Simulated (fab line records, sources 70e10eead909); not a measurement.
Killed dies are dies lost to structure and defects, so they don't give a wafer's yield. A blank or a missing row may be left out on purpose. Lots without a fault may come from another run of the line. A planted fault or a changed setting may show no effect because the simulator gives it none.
Which tool did it? | flow nand_harc | 24 lots, 72 wafers sampled, at 3 steps of a route of 1302

WHAT THE GAUGES READ, wafer by wafer
NHARC_P_STI_OVL_MEAS_10.
lot  | measured     | on         | overlay_x_nm (nm) | overlay_y_nm (nm)
L074 | day 2 02:36  | overlay-02 | -8 -8 -8          | 7 7 7
L075 | day 2 08:11  | overlay-02 | -16 -17 -17       | -4 -3 -4
L076 | day 2 14:34  | overlay-02 | -5 -4 -4          | -3 -2 -2
L077 | day 3 06:00  | overlay-01 | -3 -2 -2          | -2 -3 -3
L078 | day 3 12:32  | overlay-01 | -2 -2 -1          | -7 -6 -6
L079 | day 3 20:25  | overlay-02 | -5 -4 -4          | -11 -11 -12
L080 | day 4 06:58  | overlay-01 | -7 -7 -7          | -15 -16 -15
L081 | day 4 18:32  | overlay-01 | -6 -5 -6          | 3 3 3
L082 | day 5 03:04  | overlay-02 | 8 8 8             | 10 9 11
L083 | day 5 18:59  | overlay-02 | 0 0 -1            | -2 -1 -1
L084 | day 6 01:10  | overlay-01 | 8 8 7             | -3 -3 -4
L085 | day 6 08:47  | overlay-02 | -5 -5 -5          | -8 -9 -8
L086 | day 6 18:16  | overlay-02 | 2 2 3             | -9 -9 -9
L087 | day 7 05:39  | overlay-01 | 7 7 7             | 2 3 3
L088 | day 7 16:41  | overlay-01 | -2 -2 -2          | 1 1 1
L089 | day 8 02:02  | overlay-02 | -3 -3 -3          | 5 5 5
L090 | day 8 13:16  | overlay-01 | -2 -2 -1          | 0 -1 0
L091 | day 8 22:27  | overlay-02 | 1 1 1             | -1 -1 0
L092 | day 9 08:35  | overlay-02 | 5 4 5             | 3 3 4
L093 | day 9 18:25  | overlay-01 | 8 8 8             | -8 -8 -8
L094 | day 10 04:58 | overlay-01 | 4 4 5             | 0 -1 -1
L095 | day 10 17:01 | overlay-01 | -2 -2 -2          | -2 -2 -1
L096 | day 11 01:37 | overlay-01 | 2 2 2             | -4 -5 -4
L097 | day 11 08:00 | overlay-01 | -4 -4 -3          | 1 1 0

WHICH TOOL RAN EACH LOT (tool, then ch and the chambers of the sampled wafers, then the start)
lot  | NHARC_P_ZERO_WELL_ETCH_62                     | NHARC_P_ZERO_WELL_DESCUM_39
L074 | rie_diel-08 ch 0,2, day 1 08:24 or earlier    | rie_diel-07 ch 0,2,3, day 1 08:24
L075 | rie_diel-07 ch 0,3, day 1 11:46 or earlier    | rie_diel-07 ch 0,1, day 1 11:46
L076 | rie_diel-08 ch 0,3, day 1 20:27 or earlier    | rie_diel-07 ch 0,1,2, day 1 20:27
L077 | rie_diel-01 ch 1,3, day 2 11:35 or earlier    | rie_diel-01 ch 0,1,3, day 2 11:35
L078 | rie_diel-08 ch 2,3, day 2 16:17 or earlier    | rie_diel-07 ch 0,1,2, day 2 16:17
L079 | rie_diel-08 ch 1,2, day 3 02:44 or earlier    | rie_diel-08 ch 0,1, day 3 02:44
L080 | rie_diel-07 ch 0,3, day 3 12:25 or earlier    | rie_diel-08 ch 0,2, day 3 12:25
L081 | rie_diel-01 ch 0,1, day 3 22:25 or earlier    | rie_diel-01 ch 0,1,2, day 3 22:25
L082 | rie_diel-07 ch 0,1,2, day 4 08:34 or earlier  | rie_diel-08 ch 1,2,3, day 4 08:34
L083 | rie_diel-07 ch 1,2,3, day 5 00:14 or earlier  | rie_diel-08 ch 1,2, day 5 00:14
L084 | rie_diel-01 ch 0,1,2, day 5 04:09 or earlier  | rie_diel-01 ch 0,1,2, day 5 04:09
L085 | rie_diel-07 ch 0,1, day 5 14:22 or earlier    | rie_diel-07 ch 0,2,3, day 5 14:22
L086 | rie_diel-01 ch 0,2, day 6 00:14 or earlier    | rie_diel-07 ch 1,2,3, day 6 00:14
L087 | rie_diel-07 ch 1,2,3, day 6 10:24 or earlier  | rie_diel-08 ch 0,2,3, day 6 10:24
L088 | rie_diel-08 ch 2,3, day 6 20:17 or earlier    | rie_diel-08 ch 1,2, day 6 20:17
L089 | rie_diel-07 ch 0,1,2, day 7 08:08 or earlier  | rie_diel-01 ch 0,2,3, day 7 08:08
L090 | rie_diel-01 ch 0,2, day 7 16:32 or earlier    | rie_diel-07 ch 0,1,3, day 7 16:32
L091 | rie_diel-01 ch 1,3, day 8 02:30 or earlier    | rie_diel-01 ch 1,3, day 8 02:30
L092 | rie_diel-08 ch 2,3, day 8 12:28 or earlier    | rie_diel-08 ch 0,1,3, day 8 12:28
L093 | rie_diel-08 ch 0,1,2, day 8 23:11 or earlier  | rie_diel-08 ch 0,1,3, day 8 23:11
L094 | rie_diel-01 ch 2,3, day 9 08:19 or earlier    | rie_diel-07 ch 2,3, day 9 08:19
L095 | rie_diel-08 ch 0,2,3, day 9 18:23 or earlier  | rie_diel-08 ch 0,1, day 9 18:23
L096 | rie_diel-01 ch 0,2,3, day 10 04:10 or earlier | rie_diel-01 ch 0,2,3, day 10 04:10
L097 | rie_diel-07 ch 0,1,3, day 10 14:07 or earlier | rie_diel-07 ch 0,1,3, day 10 14:07
- NHARC_P_ZERO_WELL_ETCH_62: etches the open film in CHF3/Ar, target depth 13 nm, time 6.5 s.
- NHARC_P_ZERO_WELL_DESCUM_39: chemistry O2, time 3 s.

WHAT THE TOOLS THEMSELVES READ (means of the sampled wafers that have a number; where no wafer has one, the mark that the record gives instead)
NHARC_P_ZERO_WELL_ETCH_62.
lot  | tool        | drypump_motor_current_A (A) | oes_product_au (a.u.) | rf_fwd_power_W (W) | rf_vpp_V (V) | showerhead_plenum_p_Torr (Torr) | throttle_valve_pct (%)
L074 | rie_diel-08 | 5.3                         | 0.951                 | 490.1              | 371.5        | 2.38                            | 20.222
L075 | rie_diel-07 | 4.7                         | 0.945                 | 488.2              | 371.6        | 2.35                            | 20.221
L076 | rie_diel-08 | 5.2                         | 0.962                 | 489.3              | 371.1        | 2.39                            | 20.219
L077 | rie_diel-01 | 5.6                         | 0.970                 | 489.8              | 371.0        | 2.39                            | 20.213
L078 | rie_diel-08 | 5.9                         | 0.981                 | 487.7              | 370.1        | 2.29                            | 20.211
L079 | rie_diel-08 | 5.9                         | 0.925                 | 488.5              | 369.3        | 2.28                            | 20.217
L080 | rie_diel-07 | 4.8                         | 0.963                 | 488.4              | 371.1        | 2.40                            | 20.217
L081 | rie_diel-01 | 5.2                         | 0.973                 | 487.2              | 369.6        | 2.30                            | 20.219
L082 | rie_diel-07 | 5.5                         | 0.954                 | 488.6              | 371.9        | 2.37                            | 20.222
L083 | rie_diel-07 | 5.5                         | 0.938                 | 487.7              | 369.9        | 2.31                            | 20.219
L084 | rie_diel-01 | 5.5                         | 0.956                 | 487.5              | 370.7        | 2.35                            | 20.224
L085 | rie_diel-07 | 5.4                         | 0.959                 | 489.0              | 368.6        | 2.27                            | 20.218
L086 | rie_diel-01 | 5.6                         | 0.963                 | 487.9              | 372.6        | 2.44                            | 20.209
L087 | rie_diel-07 | 5.5                         | 0.937                 | 488.1              | 369.7        | 2.31                            | 20.206
L088 | rie_diel-08 | 5.9                         | 0.949                 | 485.3              | 369.1        | 2.28                            | 20.229
L089 | rie_diel-07 | 5.5                         | 0.944                 | 488.3              | 371.2        | 2.36                            | 20.216
L090 | rie_diel-01 | 5.2                         | 0.949                 | 487.6              | 371.2        | 2.38                            | 20.227
L091 | rie_diel-01 | 5.7                         | 0.953                 | 490.0              | 369.7        | 2.29                            | 20.217
L092 | rie_diel-08 | 6.0                         | 0.936                 | 488.1              | 369.8        | 2.26                            | 20.217
L093 | rie_diel-08 | 5.6                         | 0.973                 | 489.9              | 369.9        | 2.32                            | 20.214
L094 | rie_diel-01 | 5.6                         | 0.971                 | 486.7              | 373.0        | 2.46                            | 20.220
L095 | rie_diel-08 | 5.6                         | 0.972                 | 489.2              | 370.1        | 2.31                            | 20.207
L096 | rie_diel-01 | 5.4                         | 0.961                 | 488.5              | 372.4        | 2.42                            | 20.216
L097 | rie_diel-07 | 5.1                         | 0.967                 | 488.6              | 369.9        | 2.29                            | 20.216

NHARC_P_ZERO_WELL_DESCUM_39.
lot  | tool        | drypump_motor_current_A (A) | oes_product_au (a.u.) | rf_vpp_V (V) | showerhead_plenum_p_Torr (Torr) | throttle_valve_pct (%)
L074 | rie_diel-07 | 5.2                         | 1.002                 | 57.9         | 1.97                            | 11.316
L075 | rie_diel-07 | 5.4                         | 1.001                 | 58.2         | 1.86                            | 11.319
L076 | rie_diel-07 | 5.5                         | 1.007                 | 57.5         | 1.94                            | 11.306
L077 | rie_diel-01 | 5.4                         | 1.002                 | 57.8         | 1.91                            | 11.313
L078 | rie_diel-07 | 5.5                         | 1.006                 | 57.6         | 1.94                            | 11.307
L079 | rie_diel-08 | 5.4                         | 1.003                 | 58.2         | 1.92                            | 11.312
L080 | rie_diel-08 | 5.4                         | 1.003                 | 57.6         | 1.93                            | 11.306
L081 | rie_diel-01 | 5.5                         | 1.005                 | 57.6         | 1.92                            | 11.308
L082 | rie_diel-08 | 5.8                         | 1.015                 | 57.0         | 1.87                            | 11.307
L083 | rie_diel-08 | 5.8                         | 0.990                 | 57.5         | 1.87                            | 11.311
L084 | rie_diel-01 | 5.5                         | 1.005                 | 56.6         | 1.92                            | 11.313
L085 | rie_diel-07 | 5.2                         | 0.989                 | 58.3         | 1.96                            | 11.303
L086 | rie_diel-07 | 5.5                         | 0.986                 | 58.0         | 1.88                            | 11.307
L087 | rie_diel-08 | 5.6                         | 1.000                 | 57.9         | 1.89                            | 11.318
L088 | rie_diel-08 | 5.8                         | 0.998                 | 57.4         | 1.87                            | 11.308
L089 | rie_diel-01 | 5.4                         | 0.991                 | 58.0         | 1.98                            | 11.309
L090 | rie_diel-07 | 5.1                         | 0.996                 | 58.2         | 1.88                            | 11.311
L091 | rie_diel-01 | 5.6                         | 1.012                 | 57.4         | 1.93                            | 11.310
L092 | rie_diel-08 | 5.5                         | 1.011                 | 57.0         | 1.90                            | 11.302
L093 | rie_diel-08 | 5.5                         | 1.010                 | 57.7         | 1.90                            | 11.317
L094 | rie_diel-07 | 5.6                         | 1.001                 | 57.6         | 1.95                            | 11.307
L095 | rie_diel-08 | 5.4                         | 1.017                 | 57.9         | 1.91                            | 11.312
L096 | rie_diel-01 | 5.4                         | 1.012                 | 57.4         | 1.98                            | 11.310
L097 | rie_diel-07 | 5.1                         | 1.000                 | 56.7         | 1.87                            | 11.304

THE ANSWER, worked out from the rows above alone
Rule: what is usual is taken from the lots themselves. Put in order of their means at a reading, lots are off if they are a third of the lots or fewer, leave a main group of 4 or more, and stand apart from it by a gap of 3 or more times the standard deviation of the main group's means; of several such gaps the widest counts. A main group whose means are all the same, to the digits that the tables above print for the reading, isn't used. A lot without any number at a reading at which 4 lots or more have one is off too. The other lots that the step has rows for count as sound. The gauges are gone through in route order, then the tools' own readings, and for those a lot's mean is taken as printed above. The first step at which some lot is off is used, and at that step the reading that is off furthest; a lot without a number counts as furthest.
No lot is off at any reading shown: from this, nothing can be told.

WHAT THE SIMULATOR HAD PUT IN
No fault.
